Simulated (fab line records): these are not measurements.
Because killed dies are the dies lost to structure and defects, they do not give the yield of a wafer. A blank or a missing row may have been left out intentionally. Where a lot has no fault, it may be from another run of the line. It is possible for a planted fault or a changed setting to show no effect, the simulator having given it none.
Which of the tools did it? / flow n5 finfet / Sampling: 12 lots, 36 wafers, 4 of 1938 route steps

== WHAT THE GAUGES READ, wafer by wafer ==
N5_MOL_CONTACT_COAG_OVL_MEAS_41.
lot=L075; measured=day 5 08:18; on=overlay-01; VD_OVL (nm)=1.2 0.3 0.1
lot=L077; measured=day 5 22:56; on=overlay-02; VD_OVL (nm)=0.6 0.4 1.5
lot=L079; measured=day 6 20:42; on=overlay-01; VD_OVL (nm)=1.5 -0.8 0.1
lot=L081; measured=day 6 23:45; on=overlay-01; VD_OVL (nm)=-1.1 0.1 0.1
lot=L083; measured=day 7 09:52; on=overlay-02; VD_OVL (nm)=-0.3 -1.5 -0.1
lot=L085; measured=day 7 22:11; on=overlay-01; VD_OVL (nm)=0.5 0.7 1.2
lot=L087; measured=day 8 08:53; on=overlay-01; VD_OVL (nm)=0.6 -0.1 -0.8
lot=L089; measured=day 9 00:25; on=overlay-02; VD_OVL (nm)=1.4 0.6 1.0
lot=L091; measured=day 9 08:11; on=overlay-02; VD_OVL (nm)=-0.6 -0.5 0.4
lot=L093; measured=day 9 23:19; on=overlay-02; VD_OVL (nm)=0.2 0.3 0.4
lot=L095; measured=day 10 08:37; on=overlay-02; VD_OVL (nm)=0.9 0.3 -0.5
lot=L097; measured=day 11 01:16; on=overlay-02; VD_OVL (nm)=0.8 -0.7 0.4

== EACH LOT AND THE TOOL THAT RAN IT (in order: tool; ch and the chambers of the sampled wafers; start) ==
lot=L075; N5_MOL_CONTACT_COAG_TI_SIL_19=pvd sputter-03, day 4 22:42; N5_MOL_CONTACT_COAG_PRE_CLEAN_141=pvd sputter-03, day 4 23:43; N5_MOL_CONTACT_COAG_ETCH_89=rie diel-03 ch 1,2, day 5 07:01
lot=L077; N5_MOL_CONTACT_COAG_TI_SIL_19=pvd sputter-03, day 5 13:02; N5_MOL_CONTACT_COAG_PRE_CLEAN_141=pvd sputter-01, day 5 13:58; N5_MOL_CONTACT_COAG_ETCH_89=rie diel-03 ch 0,1,2, day 5 21:49
lot=L079; N5_MOL_CONTACT_COAG_TI_SIL_19=pvd sputter-02, day 6 06:46; N5_MOL_CONTACT_COAG_PRE_CLEAN_141=pvd sputter-03, day 6 12:12; N5_MOL_CONTACT_COAG_ETCH_89=rie diel-03 ch 0,2,3, day 6 19:27
lot=L081; N5_MOL_CONTACT_COAG_TI_SIL_19=pvd sputter-03, day 6 15:22; N5_MOL_CONTACT_COAG_PRE_CLEAN_141=pvd sputter-01, day 6 16:08; N5_MOL_CONTACT_COAG_ETCH_89=rie diel-06 ch 0,1,2, day 6 22:30
lot=L083; N5_MOL_CONTACT_COAG_TI_SIL_19=pvd sputter-01, day 6 23:49; N5_MOL_CONTACT_COAG_PRE_CLEAN_141=pvd sputter-02, day 7 00:50; N5_MOL_CONTACT_COAG_ETCH_89=rie diel-03 ch 1,2, day 7 08:29
lot=L085; N5_MOL_CONTACT_COAG_TI_SIL_19=pvd sputter-01, day 7 13:05; N5_MOL_CONTACT_COAG_PRE_CLEAN_141=pvd sputter-02, day 7 15:07; N5_MOL_CONTACT_COAG_ETCH_89=rie diel-04 ch 0,3, day 7 21:04
lot=L087; N5_MOL_CONTACT_COAG_TI_SIL_19=pvd sputter-01, day 8 00:50; N5_MOL_CONTACT_COAG_PRE_CLEAN_141=pvd sputter-01, day 8 01:47; N5_MOL_CONTACT_COAG_ETCH_89=rie diel-04 ch 0,1,2, day 8 07:38
lot=L089; N5_MOL_CONTACT_COAG_TI_SIL_19=pvd sputter-01, day 8 11:03; N5_MOL_CONTACT_COAG_PRE_CLEAN_141=pvd sputter-01, day 8 13:50; N5_MOL_CONTACT_COAG_ETCH_89=rie diel-04 ch 0,1,3, day 8 22:54
lot=L091; N5_MOL_CONTACT_COAG_TI_SIL_19=pvd sputter-01, day 8 22:26; N5_MOL_CONTACT_COAG_PRE_CLEAN_141=pvd sputter-01, day 8 23:50; N5_MOL_CONTACT_COAG_ETCH_89=rie diel-03 ch 0,1,3, day 9 07:04
lot=L093; N5_MOL_CONTACT_COAG_TI_SIL_19=pvd sputter-03, day 9 14:13; N5_MOL_CONTACT_COAG_PRE_CLEAN_141=pvd sputter-02, day 9 15:21; N5_MOL_CONTACT_COAG_ETCH_89=rie diel-03 ch 0,3, day 9 22:11
lot=L095; N5_MOL_CONTACT_COAG_TI_SIL_19=pvd sputter-03, day 9 23:43; N5_MOL_CONTACT_COAG_PRE_CLEAN_141=pvd sputter-01, day 10 00:52; N5_MOL_CONTACT_COAG_ETCH_89=rie diel-04 ch 0,1,2, day 10 07:06
lot=L097; N5_MOL_CONTACT_COAG_TI_SIL_19=pvd sputter-01, day 10 14:00; N5_MOL_CONTACT_COAG_PRE_CLEAN_141=pvd sputter-02, day 10 15:49; N5_MOL_CONTACT_COAG_ETCH_89=rie diel-03 ch 0,2,3, day 10 23:53
- N5_MOL_CONTACT_COAG_TI_SIL_19: material Ti, target thk 4.2 nm, time 15 s.
- N5_MOL_CONTACT_COAG_PRE_CLEAN_141: time 60 s.
- N5_MOL_CONTACT_COAG_ETCH_89: etches underlayer in N2/H2, target depth 13 nm, time 10.4 s.

== THE ANSWER, worked out from the rows above alone ==
Rule: what is usual is taken from the lots themselves. Put in order of their means at a reading, lots are off if they are a third of the lots or fewer, leave a main group of 4 or more, and stand apart from it by a gap of 3 or more times the standard deviation of the main group's means; of several such gaps the widest counts. A main group is skipped when, at the precision printed for the reading in the tables above, its means are all equal. A lot without any number at a reading at which 4 lots or more have one is off too. Where the step has rows for the other lots, those lots are counted as sound.
No lot is off at any reading shown: from this, nothing can be told.

== WHAT THE SIMULATOR PUT IN ==
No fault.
